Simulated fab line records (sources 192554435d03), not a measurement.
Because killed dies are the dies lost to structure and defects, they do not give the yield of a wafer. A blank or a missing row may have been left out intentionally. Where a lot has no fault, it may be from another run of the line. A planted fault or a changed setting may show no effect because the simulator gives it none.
The tool behind it: which one? + flow n5_finfet + 11 lots with 29 wafers sampled at 5 steps, on a route of 1938 steps

WHAT EACH GAUGE READ, for each wafer
N5_BEOL_M4_RC_MEAS_101.
| lot  | measured     | on        | DIBL_N (mV/V)  | DIBL_P (mV/V)  | IOFF_N (nA/um)    | IOFF_P (nA/um) | IOFF_P_85C (nA/um) | IOFF_P_LIN (nA/um) | IOFF_P_LONG (nA/um)        | ION_N (uA/um) | ION_P (uA/um) | SS_N (mV/dec)  | SS_P (mV/dec)  | VT_N (mV)   | VT_N_LVT (mV) | VT_P (mV)      | VT_P_LONG (mV) |
|------|--------------|-----------|----------------|----------------|-------------------|----------------|--------------------|--------------------|----------------------------|---------------|---------------|----------------|----------------|-------------|---------------|----------------|----------------|
| L358 | day 7 14:54  | prober-01 | 37.0 35.4 37.2 | 37.6 34.6 38.3 | 0.149 0.118 0.144 | 0.21 0.17 0.22 | 3.6 3.0 3.7        | 0.101 0.087 0.102  | 0.000113 0.000106 0.000109 | 664 654 664   | 462 457 461   | 71.6 71.8 71.6 | 73.3 72.9 73.2 | 249 255 252 | 100 104 101   | -251 -254 -251 | -276 -273 -275 |
| L359 | day 8 06:20  | prober-01 | 36.9 36.2 36.3 | 35.9 35.2 34.8 | 0.156 0.148 0.152 | 0.20 0.19 0.18 | 3.6 3.4 3.3        | 0.096 0.092 0.090  | 0.000105 0.0001 0.000106   | 667 675 658   | 456 457 453   | 71.5 71.4 71.5 | 72.8 73.0 72.6 | 250 251 253 | 100 100 101   | -250 -252 -252 | -274 -276 -277 |
| L360 | day 8 08:42  | prober-02 | 33.6 35.6      | 32.4 35.8      | 0.118 0.147       | 0.70 0.22      | 9.7 3.7            | 0.352 0.106        | 0.000382 0.000121          | 668 680       | 518 471       | 71.4 72.0      | 72.6 73.4      | 257 251     | 143 99        | -210 -249      | -235 -271      |
| L361 | day 8 09:32  | prober-01 | 37.8 35.9      | 37.3 34.2      | 0.161 0.137       | 0.24 0.75      | 4.1 10.8           | 0.111 0.376        | 0.000113 0.000353          | 666 672       | 464 519       | 71.8 72.3      | 73.8 72.5      | 249 250     | 100 141       | -246 -211      | -273 -236      |
| L370 | day 11 05:29 | prober-01 | 33.0 36.2 33.8 | 32.4 35.5 33.0 | 0.104 0.145 0.109 | 0.15 0.18 0.15 | 2.7 3.3 2.8        | 0.079 0.092 0.078  | 9.9e-05 9.7e-05 0.000107   | 660 664 668   | 446 456 453   | 70.9 71.4 71.1 | 72.5 73.0 72.2 | 255 252 256 | 104 99 104    | -254 -253 -254 | -277 -277 -278 |
| L374 | day 12 02:38 | prober-01 | 32.5 35.7      | 32.2 35.1      | 0.111 0.150       | 0.17 0.21      | 3.0 3.6            | 0.087 0.101        | 0.000108 0.000111          | 667 663       | 464 458       | 70.8 71.1      | 72.5 73.2      | 253 249     | 105 101       | -254 -248      | -271 -274      |
| L375 | day 12 05:31 | prober-01 | 35.6 36.9 36.6 | 37.1 37.5 37.7 | 0.150 0.166 0.169 | 0.19 0.19 0.20 | 3.3 3.3 3.5        | 0.090 0.088 0.093  | 8.9e-05 8.8e-05 8.6e-05    | 663 676 675   | 457 460 457   | 71.3 72.4 72.3 | 73.5 73.6 73.7 | 253 248 251 | 100 98 98     | -254 -254 -254 | -279 -283 -279 |
| L376 | day 12 10:04 | prober-01 | 35.3 37.3      | 36.4 39.1      | 0.159 0.206       | 0.21 0.26      | 3.6 4.4            | 0.100 0.119        | 0.000112 0.00011           | 688 689       | 463 468       | 72.2 72.0      | 73.5 74.1      | 248 244     | 97 92         | -249 -247      | -272 -274      |
| L377 | day 12 12:51 | prober-01 | 36.9 36.9 36.4 | 39.4 39.2 38.2 | 0.195 0.187 0.174 | 0.25 0.23 0.22 | 4.3 4.0 3.9        | 0.112 0.105 0.101  | 9.5e-05 9.6e-05 9.5e-05    | 675 673 671   | 465 463 462   | 71.8 72.0 72.4 | 74.3 74.5 74.7 | 247 249 250 | 95 96 97      | -247 -252 -248 | -278 -272 -278 |
| L378 | day 12 17:18 | prober-01 | 37.1 36.9 38.5 | 36.9 37.2 39.3 | 0.177 0.184 0.213 | 0.26 0.28 0.31 | 4.3 4.6 5.1        | 0.124 0.131 0.141  | 0.000125 0.000128 0.000132 | 686 691 702   | 476 481 479   | 72.1 71.4 72.2 | 73.8 73.1 73.5 | 245 248 244 | 97 97 93      | -245 -241 -241 | -268 -268 -270 |
| L381 | day 14 09:27 | prober-01 | 36.2 36.6 34.8 | 36.8 36.4 36.0 | 0.181 0.180 0.168 | 0.23 0.23 0.23 | 4.1 4.0 4.0        | 0.110 0.109 0.108  | 0.000119 0.000116 0.000122 | 684 680 686   | 469 468 473   | 71.1 70.9 71.5 | 73.3 72.5 73.6 | 247 246 244 | 96 96 96      | -247 -248 -247 | -272 -273 -272 |

EACH LOT AND THE TOOL THAT RAN IT (in order: tool; ch and the chambers of the sampled wafers; start)
| lot  | N5_HKMG_FIN_ALD_74              | N5_BEOL_M4_ANNEAL_89         | N5_BEOL_M4_ANNEAL_93         | N5_BEOL_M4_PRE_CLEAN_60          |
|------|---------------------------------|------------------------------|------------------------------|----------------------------------|
| L358 | ald_hk-03 ch 2,3, day 4 05:14   | pvd_sputter-02, day 7 12:32  | pvd_sputter-02, day 7 12:59  | cvd_co-01 ch 0,1,2, day 7 14:11  |
| L359 | ald_hk-03 ch 0,2,3, day 4 08:53 | pvd_sputter-01, day 8 04:17  | pvd_sputter-01, day 8 04:44  | cvd_co-01 ch 0,1,2, day 8 05:55  |
| L360 | ald_hk-03 ch 0,3, day 4 13:38   | pvd_sputter-02, day 8 06:49  | pvd_sputter-02, day 8 07:15  | cvd_co-02 ch 0,2, day 8 08:26    |
| L361 | ald_hk-03 ch 1,3, day 4 18:50   | pvd_sputter-01, day 8 07:28  | pvd_sputter-01, day 8 07:55  | cvd_co-02 ch 1,2, day 8 09:06    |
| L370 | ald_hk-02 ch 1,2,3, day 7 06:15 | pvd_sputter-02, day 11 03:26 | pvd_sputter-02, day 11 03:53 | cvd_co-01 ch 0,1, day 11 05:13   |
| L374 | ald_hk-02 ch 3, day 8 01:44     | pvd_sputter-03, day 12 00:26 | pvd_sputter-03, day 12 00:52 | cvd_co-01 ch 1,2, day 12 02:03   |
| L375 | ald_hk-01 ch 2,3, day 8 09:17   | pvd_sputter-01, day 12 03:31 | pvd_sputter-01, day 12 03:57 | cvd_co-01 ch 0,1,2, day 12 05:15 |
| L376 | ald_hk-03 ch 0,3, day 8 13:52   | pvd_sputter-03, day 12 08:07 | pvd_sputter-03, day 12 08:34 | cvd_co-02 ch 0,1, day 12 09:44   |
| L377 | ald_hk-01 ch 0,1,2, day 8 22:12 | pvd_sputter-03, day 12 10:46 | pvd_sputter-03, day 12 11:13 | cvd_co-01 ch 1,2, day 12 12:23   |
| L378 | ald_hk-01 ch 0,3, day 8 22:47   | pvd_sputter-01, day 12 15:23 | pvd_sputter-01, day 12 15:50 | cvd_co-01 ch 1,2, day 12 17:02   |
| L381 | ald_hk-03 ch 0,1,2, day 9 17:31 | pvd_sputter-01, day 14 07:18 | pvd_sputter-01, day 14 07:46 | cvd_co-02 ch 0,1,2, day 14 09:10 |
- N5_HKMG_FIN_ALD_74: deposits La2O3, target thk 0.5 nm, pulse time 6 s, co reactant pulse time 1 s.
- N5_BEOL_M4_ANNEAL_89: time 240 s.
- N5_BEOL_M4_ANNEAL_93: time 240 s.
- N5_BEOL_M4_PRE_CLEAN_60: time 15 s.

AS READ BY THE TOOLS THEMSELVES (means over the sampled wafers that have a number; for cases with no such wafer, the mark the record gives instead)
N5_HKMG_FIN_ALD_74.
| lot  | tool      | heater_power_w (W) | precursor_pulse_height_rel |
|------|-----------|--------------------|----------------------------|
| L358 | ald_hk-03 | 337                | 1.000                      |
| L359 | ald_hk-03 | 343                | 1.023                      |
| L360 | ald_hk-03 | 346                | 1.018                      |
| L361 | ald_hk-03 | 296                | 0.995                      |
| L370 | ald_hk-02 | 352                | 1.010                      |
| L374 | ald_hk-02 | 299                | 0.978                      |
| L375 | ald_hk-01 | 377                | 1.023                      |
| L376 | ald_hk-03 | 352                | 0.993                      |
| L377 | ald_hk-01 | 368                | 1.001                      |
| L378 | ald_hk-01 | 363                | 0.991                      |
| L381 | ald_hk-03 | 329                | 0.989                      |

N5_BEOL_M4_ANNEAL_89.
| lot  | tool           | heater_power_w (W) |
|------|----------------|--------------------|
| L358 | pvd_sputter-02 | 842                |
| L359 | pvd_sputter-01 | 814                |
| L360 | pvd_sputter-02 | 816                |
| L361 | pvd_sputter-01 | 882                |
| L370 | pvd_sputter-02 | 841                |
| L374 | pvd_sputter-03 | 754                |
| L375 | pvd_sputter-01 | 804                |
| L376 | pvd_sputter-03 | 691                |
| L377 | pvd_sputter-03 | 786                |
| L378 | pvd_sputter-01 | 819                |
| L381 | pvd_sputter-01 | 811                |

N5_BEOL_M4_ANNEAL_93.
| lot  | tool           | heater_power_w (W) |
|------|----------------|--------------------|
| L358 | pvd_sputter-02 | 836                |
| L359 | pvd_sputter-01 | 813                |
| L360 | pvd_sputter-02 | 818                |
| L361 | pvd_sputter-01 | 876                |
| L370 | pvd_sputter-02 | 832                |
| L374 | pvd_sputter-03 | 762                |
| L375 | pvd_sputter-01 | 825                |
| L376 | pvd_sputter-03 | 694                |
| L377 | pvd_sputter-03 | 791                |
| L378 | pvd_sputter-01 | 816                |
| L381 | pvd_sputter-01 | 800                |

N5_BEOL_M4_PRE_CLEAN_60.
| lot  | tool      | heater_power_w (W) |
|------|-----------|--------------------|
| L358 | cvd_co-01 | 96                 |
| L359 | cvd_co-01 | 95                 |
| L360 | cvd_co-02 | 86                 |
| L361 | cvd_co-02 | 67                 |
| L370 | cvd_co-01 | 95                 |
| L374 | cvd_co-01 | 102                |
| L375 | cvd_co-01 | 97                 |
| L376 | cvd_co-02 | 71                 |
| L377 | cvd_co-01 | 98                 |
| L378 | cvd_co-01 | 98                 |
| L381 | cvd_co-02 | 76                 |

THE ANSWER, worked out from the rows above alone
Rule: the usual values come from the lots themselves. Put in order of their means at a reading, lots are off if they are a third of the lots or fewer, leave a main group of 4 or more, and stand apart from it by a gap of 3 or more times the standard deviation of the main group's means; of several such gaps the widest counts. A main group is skipped when, at the precision printed for the reading in the tables above, its means are all equal. Also off: a lot with no number at a reading for which 4 or more lots have one. Any other lot the step has rows for is counted as sound. After the gauges, taken in route order, come the tools' own readings; for these a lot's mean is taken, as printed above. At the first step where some lot is off, the reading lying furthest off is the one used; lots without a number count as furthest.
Off: at N5_BEOL_M4_RC_MEAS_101 (IOFF_P_LONG), L360, L361. For the main group the mean is 0.000107 nA/um and the standard deviation 1.1e-05.
A tool fits if, at a process step before that reading, it ran every lot that is off, and no sound lot after the first of them. Those tools and the gauges at N5_BEOL_M4_RC_MEAS_101 are tried in the same way. Not one of the candidates tried fits.

WHAT WAS PUT IN BY THE SIMULATOR
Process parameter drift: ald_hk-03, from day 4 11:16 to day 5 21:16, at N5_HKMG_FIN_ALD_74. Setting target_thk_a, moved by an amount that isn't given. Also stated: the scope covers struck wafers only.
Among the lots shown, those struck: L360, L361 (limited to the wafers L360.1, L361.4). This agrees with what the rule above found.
